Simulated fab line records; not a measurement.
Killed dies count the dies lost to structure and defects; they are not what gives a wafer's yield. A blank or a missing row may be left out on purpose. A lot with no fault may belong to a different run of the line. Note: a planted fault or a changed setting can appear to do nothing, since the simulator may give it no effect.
Which of the tools did it? + flow n5_finfet + Sampling: 9 lots, 26 wafers, 4 of 1938 route steps

== WHAT THE GAUGES READ, wafer by wafer ==
N5_BEOL_M4_THK_MEAS_53: measures by xrf.
| lot  | measured     | on            | M4_THK (nm)       |
|------|--------------|---------------|-------------------|
| L670 | day 8 20:20  | film_metro-01 | 42.0 38.6 38.2    |
| L672 | day 9 14:20  | film_metro-02 | 37.0 40.6 40.4    |
| L675 | day 10 02:44 | film_metro-01 | 37.9 41.5 38.3    |
| L678 | day 10 17:03 | film_metro-01 | 41.0 41.0 40.0    |
| L680 | day 11 11:34 | film_metro-01 | 40.0 39.3 40.3    |
| L689 | day 13 18:20 | film_metro-02 | 300.8 298.3 299.7 |
| L691 | day 13 20:02 | film_metro-01 | 36.6 37.0 39.8    |
| L690 | day 13 20:31 | film_metro-02 | 304.8 298.5 303.6 |
| L692 | day 14 06:23 | film_metro-01 | 38.9 41.7         |

== TOOL THAT RAN EACH LOT (tool first, then ch and the chambers of the sampled wafers, then the start) ==
| lot  | N5_BEOL_M4_ANNEAL_87         | N5_BEOL_M4_SPUTTER_92        | N5_BEOL_M4_CMP_52             |
|------|------------------------------|------------------------------|-------------------------------|
| L670 | pvd_sputter-02, day 8 18:32  | pvd_sputter-02, day 8 19:07  | cmp-03 ch 0,2,3, day 8 20:05  |
| L672 | pvd_sputter-01, day 9 12:31  | pvd_sputter-01, day 9 13:06  | cmp-01 ch 0,1, day 9 14:02    |
| L675 | pvd_sputter-02, day 10 00:56 | pvd_sputter-02, day 10 01:31 | cmp-04 ch 1,2,3, day 10 02:31 |
| L678 | pvd_sputter-01, day 10 15:14 | pvd_sputter-01, day 10 15:49 | cmp-03 ch 1,3, day 10 16:46   |
| L680 | pvd_sputter-01, day 11 09:26 | pvd_sputter-01, day 11 10:01 | cmp-03 ch 0,1,3, day 11 11:19 |
| L689 | pvd_sputter-01, day 13 16:31 | pvd_sputter-01, day 13 17:05 | cmp-03 ch 1,2, day 13 18:02   |
| L691 | pvd_sputter-02, day 13 18:00 | pvd_sputter-02, day 13 18:39 | cmp-04 ch 0,1, day 13 19:44   |
| L690 | pvd_sputter-01, day 13 18:37 | pvd_sputter-01, day 13 19:11 | cmp-03 ch 0,1,2, day 13 20:18 |
| L692 | pvd_sputter-03, day 14 04:35 | pvd_sputter-03, day 14 05:10 | cmp-01 ch 2,3, day 14 06:13   |
- N5_BEOL_M4_ANNEAL_87: time 240 s.
- N5_BEOL_M4_SPUTTER_92: material Cu, target thk 4.5 nm, time 8.29 s.
- N5_BEOL_M4_CMP_52: polishes, stops on SiOC, t overpolish 6.8 s, target thk 40 nm.

== THE ANSWER, worked out from the rows above alone ==
Rule: usual is defined by the lots themselves. Put in order of their means at a reading, lots are off if they are a third of the lots or fewer, leave a main group of 4 or more, and stand apart from it by a gap of 3 or more times the standard deviation of the main group's means; of several such gaps the widest counts. A main group is skipped when, at the precision printed for the reading in the tables above, its means are all equal. A lot without any number at a reading at which 4 lots or more have one is off too. Any other lot the step has rows for is counted as sound.
Off: L689, L690, at N5_BEOL_M4_THK_MEAS_53 (M4_THK). Mean 39.5 nm and standard deviation 0.86 in the main group.
If a tool, at a process step before that reading, ran all the lots that are off and no sound lot after the first of them, it fits. Gauges at N5_BEOL_M4_THK_MEAS_53: tried the same way as those tools. Can't be told from this: 3 tools fit, pvd_sputter-01 at N5_BEOL_M4_ANNEAL_87 and N5_BEOL_M4_SPUTTER_92, cmp-03 at N5_BEOL_M4_CMP_52, film_metro-02 at N5_BEOL_M4_THK_MEAS_53.

== WHAT HAD BEEN PUT IN BY THE SIMULATOR ==
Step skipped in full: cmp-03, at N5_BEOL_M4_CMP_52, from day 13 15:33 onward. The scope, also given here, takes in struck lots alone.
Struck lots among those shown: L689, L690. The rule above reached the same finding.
